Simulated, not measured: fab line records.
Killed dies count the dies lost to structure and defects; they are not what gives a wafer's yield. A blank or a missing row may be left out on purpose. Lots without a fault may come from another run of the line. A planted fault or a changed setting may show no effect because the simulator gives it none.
Split-lot trial | flow n5 finfet | 39 wafers read across 7 lots, on a route 1938 steps long

== SPLIT DETAILS ==
At N5_BEOL_M6_DEP_56 (deposits SiCN from 3MS/NH3, target thk 10 nm, time 17.5 s), the setting time s was moved away from the recipe's 17.5 s on 12 of the 39 wafers read, by -57.5% to +50.5%. The other wafers ran this setting at the recipe's value.

The split's own step is where the reading is taken.

== THE READING ==
SiCN_of_BEOL_M6_DEP_56.thk nm (the simulator's own value, which no gauge read), in nm, at N5_BEOL_M6_DEP_56 (deposits SiCN from 3MS/NH3, target thk 10 nm, time 17.5 s). No usual value for it is given in the file. The 27 wafers here that ran the recipe average 9.9 nm, standard deviation 0.17 nm.

wafer  | tool, chamber at the split | time s as run, s | against the recipe | SiCN_of_BEOL_M6_DEP_56.thk nm, nm | against lot-mates on the recipe
L074.1 | pecvd-03, 0,1              | 17.5             | recipe             | 10                                | -
L074.6 | pecvd-03, 0,1              | 17.5             | recipe             | 10                                | -
L074.2 | pecvd-03, 1,2              | 26.34            | +50.5%             | 14.8                              | +4.7
L074.3 | pecvd-03, 1,2              | 26.34            | +50.5%             | 14.8                              | +4.7
L074.4 | pecvd-03, 0                | 17.5             | recipe             | 10.2                              | -
L074.5 | pecvd-03, 2                | 26.34            | +50.5%             | 15                                | +4.9
L075.1 | pecvd-04, 1                | 17.5             | recipe             | 10                                | -
L075.4 | pecvd-04, 1,0              | 17.5             | recipe             | 10.2                              | -
L075.5 | pecvd-04, 1,0              | 17.5             | recipe             | 10.2                              | -
L080.1 | pecvd-02, 0,1              | 17.5             | recipe             | 9.8                               | -
L080.5 | pecvd-02, 0,1              | 17.5             | recipe             | 9.8                               | -
L080.2 | pecvd-02, 1                | 17.5             | recipe             | 9.6                               | -
L080.3 | pecvd-02, 2                | 21.71            | +24.1%             | 12                                | +2.3
L080.4 | pecvd-02, 2                | 21.71            | +24.1%             | 12.2                              | +2.5
L080.6 | pecvd-02, 0                | 21.71            | +24.1%             | 12.6                              | +2.9
L084.1 | pecvd-04, 0,2,1            | 11.02            | -37.0%             | 6.2                               | -3.7
L084.2 | pecvd-04, 0,2,1            | 11.02            | -37.0%             | 6.2                               | -3.7
L084.5 | pecvd-04, 0,2,1            | 11.02            | -37.0%             | 6.2                               | -3.7
L084.3 | pecvd-04, 1                | 17.5             | recipe             | 9.8                               | -
L084.4 | pecvd-04, 2,0              | 17.5             | recipe             | 10                                | -
L084.6 | pecvd-04, 2,0              | 17.5             | recipe             | 10                                | -
L087.1 | pecvd-02, 1                | 17.5             | recipe             | 9.8                               | -
L087.2 | pecvd-02, 0                | 7.43             | -57.5%             | 4.2                               | -5.9
L087.3 | pecvd-02, 2                | 7.43             | -57.5%             | 4.4                               | -5.7
L087.4 | pecvd-02, 1,0              | 17.5             | recipe             | 10.2                              | -
L087.5 | pecvd-02, 1,0              | 17.5             | recipe             | 10.2                              | -
L087.6 | pecvd-02, 2                | 7.43             | -57.5%             | 4.6                               | -5.5
L088.1 | pecvd-04, 1                | 17.5             | recipe             | 9.6                               | -
L088.2 | pecvd-04, 0,2              | 17.5             | recipe             | 10                                | -
L088.5 | pecvd-04, 0,2              | 17.5             | recipe             | 10                                | -
L088.3 | pecvd-04, 2,0,1            | 17.5             | recipe             | 9.8                               | -
L088.4 | pecvd-04, 2,0,1            | 17.5             | recipe             | 9.8                               | -
L088.6 | pecvd-04, 2,0,1            | 17.5             | recipe             | 9.8                               | -
L091.1 | pecvd-04, 2,0,2,1,0        | 17.5             | recipe             | 10                                | -
L091.3 | pecvd-04, 2,0,2,1,0        | 17.5             | recipe             | 10                                | -
L091.4 | pecvd-04, 2,0,2,1,0        | 17.5             | recipe             | 10                                | -
L091.5 | pecvd-04, 2,0,2,1,0        | 17.5             | recipe             | 10                                | -
L091.6 | pecvd-04, 2,0,2,1,0        | 17.5             | recipe             | 10                                | -
L091.2 | pecvd-04, 1                | 17.5             | recipe             | 9.8                               | -
Rows listing several chambers each stand for several wafers; the file does not say which wafer went through which chamber.

THE FIT
A straight line over all 39 wafers: SiCN_of_BEOL_M6_DEP_56.thk nm changes by +0.0975 nm for each +1% of time s; r = +1.00; the points scatter about the line by 0.17 nm.
The same after taking each lot's own level away (the mean of its wafers on the recipe; 39 wafers): +0.0982 nm for each +1%; r = +1.00; scatter 0.15 nm.
According to that fit, moving time s by its largest amount changes the reading by 5.7 nm.
Measured against the standard deviation above, the lots' own levels, which go from 9.73 to 10.13 nm, span 2.4 times it.
Consequently the slope shifts little with the lot-to-lot level, the two slopes agreeing.
Check: -5.62 nm against its lot-mates is what the line predicts for one of the wafers moved furthest among these (-57.5%) when that wafer is left out of the fit. It came out at -5.87 nm against them.

== OTHER SPLITS APPLIED TO THESE WAFERS ==
Note: prior to the reading, these wafers also went through further splits. Each is held against what the fit with the lots' levels taken away leaves over:
other split on the same wafers               | wafers away from the commonest value | r with SiCN_of_BEOL_M6_DEP_56.thk nm (lot level and that fit taken away)
N5_ZERO_LAYER_DEVELOP_10 develop time s      | 15                                   | +0.12
N5_FIN_CUT_CUT_ETCH_26 time s                | 12                                   | -0.02
N5_MOL_CONTACT_COAG_SPUTTER_143 target thk a | 18                                   | +0.04
N5_BEOL_M3_CVD_47 target thk a               | 12                                   | -0.06

== THE FILE'S OWN FIT ==
SiCN_of_BEOL_M6_DEP_56.thk nm changes by +0.0983 nm for each +1% of time s, r = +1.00.
